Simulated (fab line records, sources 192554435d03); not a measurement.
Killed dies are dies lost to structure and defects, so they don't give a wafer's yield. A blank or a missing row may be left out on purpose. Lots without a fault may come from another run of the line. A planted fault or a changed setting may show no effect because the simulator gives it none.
Problem report in the 8D (eight disciplines) form, filled by code | flow n5_finfet | the parts of the form that need people (team, actions taken, sign-off) are left out

1. THE PROBLEM
spin_speed_rpm at N5_BEOL_M6_COAT_71 reads a mean of 1414.2 rpm on 6 wafers of 2 lots; wafers without a fault read 1499.9 rpm with a standard deviation of 0.93. That is -92 standard deviations from the usual mean.
The step: time 60 s, resist thk 5 nm.
First seen on wafer L341.1, day 16 02:23, on litho_track-04. The record holds 18 wafers of 6 lots with a number at this step. Rule for "out", or "out of limits": more than 4 standard deviations from the usual mean. The other wafers with a number count as sound.

2. WHAT IT IS AND WHAT IT IS NOT
question                    | is                     | is not
which readings at this step | spin_speed_rpm         | chill_plate_temp_C, exhaust_pa
which lots                  | L341, L343             | L326, L330, L340, L347
which wafers of those lots  | all that have a number | -
read on which tools         | litho_track-04         | litho_track-01, litho_track-05
when                        | from day 16 02:23      | up to then (9 sound wafers); but 3 sound wafers of L347 came after

3. SUSPECTS, AND WHAT RULES EACH OUT
Counting: a tool at a process step up to the reading stays a suspect if it ran every lot that is out and no sound lot after the first of them.
- rie_diel-01 at N5_BEOL_M6_DESCUM_16 (chemistry O2, time 7.9 s): kept. It ran every lot that is out, first L341 (day 16 00:01), and no sound lot after that; its last sound lot up to then is L330 (day 13 03:56).
- rie_diel-01 at N5_BEOL_M6_STRIP_67 (strips in CF4): kept. It ran every lot that is out, first L341 (day 16 00:16), and no sound lot after that; its last sound lot up to then is L330 (day 13 04:10).
- rie_metal-01 at N5_BEOL_M6_HM_OPEN_17 (chemistry Cl2/BCl3, target TiN, target depth 20 nm, overetch 6 nm): ruled out as a lasting fault. Sound lots L347 ran on it after its first lot that is out, L341 (day 16 00:18).
- litho_track-04 at N5_BEOL_M6_COAT_71 (time 60 s, resist thk 5 nm): kept. It ran every lot that is out, first L341 (day 16 02:23), and no sound lot after that; its last sound lot up to then is L326 (day 11 08:17). Its own readings are out on those wafers: spin_speed_rpm.
Left after counting: rie_diel-01 at N5_BEOL_M6_DESCUM_16, rie_diel-01 at N5_BEOL_M6_STRIP_67, litho_track-04 at N5_BEOL_M6_COAT_71.

4. THE CAUSE (what the simulator had put in)
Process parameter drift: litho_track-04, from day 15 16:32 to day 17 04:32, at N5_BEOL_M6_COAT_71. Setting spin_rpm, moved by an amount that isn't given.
Counting left 3 suspects, and this tool is among them.

5. THE CHAIN OF EFFECTS, in route order
Each row: a reading whose mean over the struck wafers that have a number lies more than 3 standard deviations from the usual. Only readings for which the record gives a usual standard deviation are gone through. hours: the time from each lot's start at the first step in this table that gives one to its start at this step, as a median over the lots. sigmas: the change in usual standard deviations.
hours | step               | reading        | usual      | on struck wafers | change | sigmas
0     | N5_BEOL_M6_COAT_71 | spin_speed_rpm | 1499.9 rpm | 1414.2           | -85.7  | -92
The process steps in it:
- N5_BEOL_M6_COAT_71: time 60 s, resist thk 5 nm.
Later measuring or inspecting steps at which every struck wafer that the step has a row for has a number for every such reading, and none has moved that far: N5_BEOL_M6_CD_MEAS_28, N5_BEOL_M6_OVL_MEAS_29, N5_BEOL_M6_INSPECT_30.

6. WHAT WOULD HAVE CAUGHT IT SOONER
In this record the first reading out of limits was taken at day 16 02:23, 10 hours after the fault began at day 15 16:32.
